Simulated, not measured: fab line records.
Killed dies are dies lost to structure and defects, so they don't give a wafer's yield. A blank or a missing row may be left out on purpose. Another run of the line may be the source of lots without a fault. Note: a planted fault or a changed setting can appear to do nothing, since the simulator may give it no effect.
Comparing a struck lot with a sound one	flow n5Finfet	23 out of 1938 route steps
Sound: wafers L792.1, L792.2, L792.3. Wafers L779.2, L779.5, L779.6 were the ones struck. The cause is named last.
For every step that has rows: the tool of each side, followed by ch and its chambers, followed by its first start. Under that, the readings that differ: sound wafers	struck wafers	difference of the means	sigmas: that difference in standard deviations of wafers without a fault.
alike: readings whose means differ by less than 2 such deviations, and words and numbers that are the same on both sides. not compared: withheld readings, readings that some wafer has no value for, bounds like >300 that may hide the same value, and numbers for which the record gives no deviation and whose values overlap.
The two part at a step that has a row with sigmas, a row that says differs or no value, or rows on one side only. Numbers that have no deviation but don't overlap get no sigmas and don't part them. Lack of a reading on every wafer of one side parts them only where that side has two or more wafers.

first, 11 steps without rows for these wafers: N5_BEOL_M3_DESCUM_16 (chemistry O2, time 7 s); N5_BEOL_M3_ETCH_74 (etches underlayer in N2/H2, target depth 6.5 nm, time 5.2 s); N5_BEOL_M3_ETCH_63 (etches SiARC in CF4, target depth 15.6 nm, time 26 s); N5_BEOL_M3_ETCH_64 (etches SOC in N2/H2, target depth 75 nm, overetch 15 nm, time 112.5 s); N5_BEOL_M3_STRIP_65 (strips in N2/H2); N5_BEOL_M3_STRIP_75 (strips in N2/H2); N5_BEOL_M3_STRIP_66 (strips in CF4); N5_BEOL_M3_HM_OPEN_17 (chemistry Cl2/BCl3, target TiN, target depth 20 nm, overetch 6 nm); N5_BEOL_M3_STRIP_19 (strips in O2); N5_BEOL_M3_COAT_67 (time 60 s, resist thk 60 nm); N5_BEOL_M3_COAT_68 (time 60 s, resist thk 12 nm).
N5_BEOL_M3_COAT_76: time 60 s, resist thk 5 nm.
  sound on lithoTrack-05 ch 0, day 12 08:55; struck on lithoTrack-05 ch 0, day 9 02:11
reading	sound	struck	difference	sigmas
spinSpeedRpm (rpm)	1498.7 1500.0 1499.3	1460.1 1459.1 1459.6	-39.7	-43
then, 7 steps without rows for these wafers: N5_BEOL_M3_COAT_22 (resist thk 30 nm); N5_BEOL_M3_EBR_24; N5_BEOL_M3_SOFTBAKE_23 (time 60 s); N5_BEOL_M3_EXPOSE_25 (exposes mask V2, defocus 5 nm); N5_BEOL_M3_PEB_26 (peb time 60 s); N5_BEOL_M3_DEVELOP_27 (develop time 30 s); N5_BEOL_M3_DESCUM_33 (chemistry O2, time 7 s).
N5_BEOL_M3_ETCH_77: etches underlayer in N2/H2, target depth 6.5 nm, time 5.2 s.
  sound on rieDiel-02 ch 0,1,2, day 12 09:46; struck on rieDiel-02 ch 1,2,3, day 9 02:44
reading	sound	struck	difference	sigmas
model.etch.depthNm (nm)	5.028 4.989 5.012	5.103 5.089 5.078	+0.080	
  alike: drypumpMotorCurrentA, etchRfOnTimeS, h2FlowSccm, oesProductAu, rfVppV, showerheadPlenumPTorr, throttleValvePct
  not compared: rfHoursCounterH
then, 1 step without rows for these wafers: N5_BEOL_M3_ETCH_69 (etches SiARC in CF4, target depth 15.6 nm, time 26 s).
N5_BEOL_M4_RC_MEAS_101:
  sound on prober-01 ch 0, day 13 07:44; struck on prober-02 ch 0, day 9 20:30
  alike: DIBL_N, DIBL_P, IOFF_N, IOFF_P, ION_N, ION_P, SS_N, SS_P, VT_N, VT_P
-- here the record skips 4 days between the struck wafers' starts before and after, leaving off in module BEOL_M4 and picking up in module PASSIVATION (first step shown: number 1936 of the route) --
N5_PASSIVATION_PROBE_49:
  record: rows for the struck wafers here (prober-02, day 13 18:10), none for the sound ones

== WHERE THEY PART ==
At N5_BEOL_M3_COAT_76 first; at N5_PASSIVATION_PROBE_49 last (within this record only).

WHY: the cause the simulator had injected
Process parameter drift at N5_BEOL_M3_COAT_76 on lithoTrack-05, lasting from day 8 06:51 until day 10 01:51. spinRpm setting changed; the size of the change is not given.
